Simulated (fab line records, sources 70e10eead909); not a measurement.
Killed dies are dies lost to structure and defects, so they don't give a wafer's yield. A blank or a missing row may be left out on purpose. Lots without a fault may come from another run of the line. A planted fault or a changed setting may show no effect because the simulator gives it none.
Tool commonality check | flow nand_harc | 13 lots, 45 wafers sampled

WHY IT WAS OPENED
At NHARC_A_ZERO_WELL_INSPECT_17 the reading raw_defect_count is flagged on 2 of 13 lots. Wafers without a fault read 11, standard deviation 6.2.
Rule: a lot is flagged when every wafer of it that has a number lies more than 4 standard deviations from that mean, or none has a number. The other lots count as sound.

lot  | measured     | on                | raw_defect_count, wafer by wafer | flag
L217 | day 7 04:05  | defect_inspect-02 | 8 10 17                          |
L219 | day 7 19:45  | defect_inspect-02 | 10 11 24                         |
L218 | day 7 20:31  | defect_inspect-02 | 9 12 11                          |
L220 | day 8 06:14  | defect_inspect-02 | 30 17 15                         |
L221 | day 8 10:58  | defect_inspect-02 | 12 15 22                         |
L222 | day 9 03:17  | defect_inspect-01 | 5 26 10                          |
L223 | day 9 07:37  | defect_inspect-02 | 16 20 14                         |
L227 | day 10 21:13 | defect_inspect-02 | 3 6 7                            |
L228 | day 11 05:11 | defect_inspect-01 | 486 460 501 479 478 505          | FLAGGED
L230 | day 12 03:11 | defect_inspect-01 | 483 507 478 481 496 476          | FLAGGED
L238 | day 15 12:18 | defect_inspect-02 | 11 4 6                           |
L239 | day 16 00:50 | defect_inspect-02 | 16 9 13                          |
L240 | day 16 08:27 | defect_inspect-02 | 19 6 3                           |
The numbers of the flagged lots are 486 on average: +475 against the usual, or +77 standard deviations.

WHICH TOOL RAN EACH LOT
The record holds 4 process steps before the reading, out of a route of 1302 steps. In each cell: the tool, then ch and the chambers that the sampled wafers went through, then the start.
lot  | flag    | NHARC_P_BONDPAD_DEGAS_25     | NHARC_P_BONDPAD_PRE_CLEAN_26            | NHARC_A_ZERO_WELL_ETCH_13        | NHARC_A_ZERO_WELL_PRECLEAN_22
L217 |         | pvd_sputter-02, day 6 23:41  | pvd_sputter-02, day 7 02:59 or earlier  | rie_si-04 ch 0,1,3, day 7 02:59  | wet_bench-05 ch 0,1,6, day 7 03:46
L219 |         | pvd_sputter-01, day 7 15:22  | pvd_sputter-01, day 7 18:38 or earlier  | rie_si-04 ch 1,2, day 7 18:38    | wet_bench-04 ch 2,4,6, day 7 19:26
L218 |         | pvd_sputter-02, day 7 16:07  | pvd_sputter-02, day 7 19:25 or earlier  | rie_si-05 ch 2,3, day 7 19:25    | wet_bench-06 ch 2,3,4, day 7 20:11
L220 |         | pvd_sputter-02, day 8 01:50  | pvd_sputter-02, day 8 05:09 or earlier  | rie_si-05 ch 0,1, day 8 05:09    | wet_bench-06 ch 2,4,5, day 8 05:54
L221 |         | pvd_sputter-02, day 8 06:35  | pvd_sputter-02, day 8 09:53 or earlier  | rie_si-04 ch 0,1,2, day 8 09:53  | wet_bench-05 ch 3,6,7, day 8 10:38
L222 |         | pvd_sputter-03, day 8 22:41  | pvd_sputter-03, day 9 02:09 or earlier  | rie_si-03 ch 0,1,2, day 9 02:09  | wet_bench-04 ch 4,5,6, day 9 02:56
L223 |         | pvd_sputter-03, day 9 03:16  | pvd_sputter-03, day 9 06:32 or earlier  | rie_si-03 ch 0,1,2, day 9 06:32  | wet_bench-05 ch 3,4,5, day 9 07:17
L227 |         | pvd_sputter-03, day 10 16:50 | pvd_sputter-03, day 10 20:06 or earlier | rie_si-03 ch 0,3, day 10 20:06   | wet_bench-06 ch 0,1,6, day 10 20:53
L228 | FLAGGED | pvd_sputter-01, day 11 00:56 | pvd_sputter-01, day 11 04:05 or earlier | rie_si-05 ch 1,3, day 11 04:05   | wet_bench-06 ch 1,2,6, day 11 04:52
L230 | FLAGGED | pvd_sputter-02, day 11 22:30 | pvd_sputter-02, day 12 02:05 or earlier | rie_si-04 ch 0,1,3, day 12 02:05 | wet_bench-06 ch 2,3,4, day 12 02:52
L238 |         | pvd_sputter-03, day 15 07:55 | pvd_sputter-03, day 15 11:13 or earlier | rie_si-03 ch 0,1, day 15 11:13   | wet_bench-04 ch 0,2,3, day 15 11:58
L239 |         | pvd_sputter-01, day 15 20:28 | pvd_sputter-01, day 15 23:45 or earlier | rie_si-04 ch 2,3, day 15 23:45   | wet_bench-04 ch 2,6,7, day 16 00:31
L240 |         | pvd_sputter-01, day 16 04:03 | pvd_sputter-01, day 16 07:21 or earlier | rie_si-03 ch 0,2,3, day 16 07:21 | wet_bench-04 ch 1,6,7, day 16 08:08
What these steps do:
- NHARC_P_BONDPAD_DEGAS_25: time 60 s.
- NHARC_P_BONDPAD_PRE_CLEAN_26: time 30 s.
- NHARC_A_ZERO_WELL_ETCH_13: etches the open film in HBr/Cl2, target depth 120 nm, time 40.1 s.
- NHARC_A_ZERO_WELL_PRECLEAN_22: cleans in SC1, time 60 s.
- NHARC_A_ZERO_WELL_INSPECT_17

FLAGGED OVER TOTAL, TOOL BY TOOL (the gauges that took the reading come last)
step                          | tool              | lots run | flagged | share of the flagged lots | sound lots run after its first flagged lot
NHARC_P_BONDPAD_DEGAS_25      | pvd_sputter-01    | 4        | 1       | some                      | 2 (L239,L240)
NHARC_P_BONDPAD_DEGAS_25      | pvd_sputter-02    | 5        | 1       | some                      | 0
NHARC_P_BONDPAD_DEGAS_25      | pvd_sputter-03    | 4        | 0       | none                      | -
NHARC_P_BONDPAD_PRE_CLEAN_26  | pvd_sputter-01    | 4        | 1       | some                      | 2 (L239,L240)
NHARC_P_BONDPAD_PRE_CLEAN_26  | pvd_sputter-02    | 5        | 1       | some                      | 0
NHARC_P_BONDPAD_PRE_CLEAN_26  | pvd_sputter-03    | 4        | 0       | none                      | -
NHARC_A_ZERO_WELL_ETCH_13     | rie_si-03         | 5        | 0       | none                      | -
NHARC_A_ZERO_WELL_ETCH_13     | rie_si-04         | 5        | 1       | some                      | 1 (L239)
NHARC_A_ZERO_WELL_ETCH_13     | rie_si-05         | 3        | 1       | some                      | 0
NHARC_A_ZERO_WELL_PRECLEAN_22 | wet_bench-04      | 5        | 0       | none                      | -
NHARC_A_ZERO_WELL_PRECLEAN_22 | wet_bench-05      | 3        | 0       | none                      | -
NHARC_A_ZERO_WELL_PRECLEAN_22 | wet_bench-06      | 5        | 2       | all                       | 0
NHARC_A_ZERO_WELL_INSPECT_17  | defect_inspect-01 | 3        | 2       | all                       | 0
NHARC_A_ZERO_WELL_INSPECT_17  | defect_inspect-02 | 10       | 0       | none                      | -
NHARC_P_BONDPAD_PRE_CLEAN_26 gives no start for some lots, so the hours and the order of its lots are those of NHARC_A_ZERO_WELL_ETCH_13.

WHAT THE TABLE ALLOWS
2 rows of the table ran every flagged lot: wet_bench-06 at NHARC_A_ZERO_WELL_PRECLEAN_22, defect_inspect-01 at NHARC_A_ZERO_WELL_INSPECT_17.
- wet_bench-06 at NHARC_A_ZERO_WELL_PRECLEAN_22: 2 of its 5 lots flagged. Its last sound lot is L227 (day 10 20:53), its first flagged lot L228 (day 11 04:52): a fault that began between those two fits.
- defect_inspect-01 at NHARC_A_ZERO_WELL_INSPECT_17: 2 of its 3 lots flagged. Its last sound lot is L222 (day 9 03:17), its first flagged lot L228 (day 11 05:11): a fault that began between those two fits.
Counting lots can't tell these 2 tools apart, because each fits a fault that began at some hour. More lots, or a look at what each step does to the wafer, might.

WHAT THE SIMULATOR HAD PUT IN
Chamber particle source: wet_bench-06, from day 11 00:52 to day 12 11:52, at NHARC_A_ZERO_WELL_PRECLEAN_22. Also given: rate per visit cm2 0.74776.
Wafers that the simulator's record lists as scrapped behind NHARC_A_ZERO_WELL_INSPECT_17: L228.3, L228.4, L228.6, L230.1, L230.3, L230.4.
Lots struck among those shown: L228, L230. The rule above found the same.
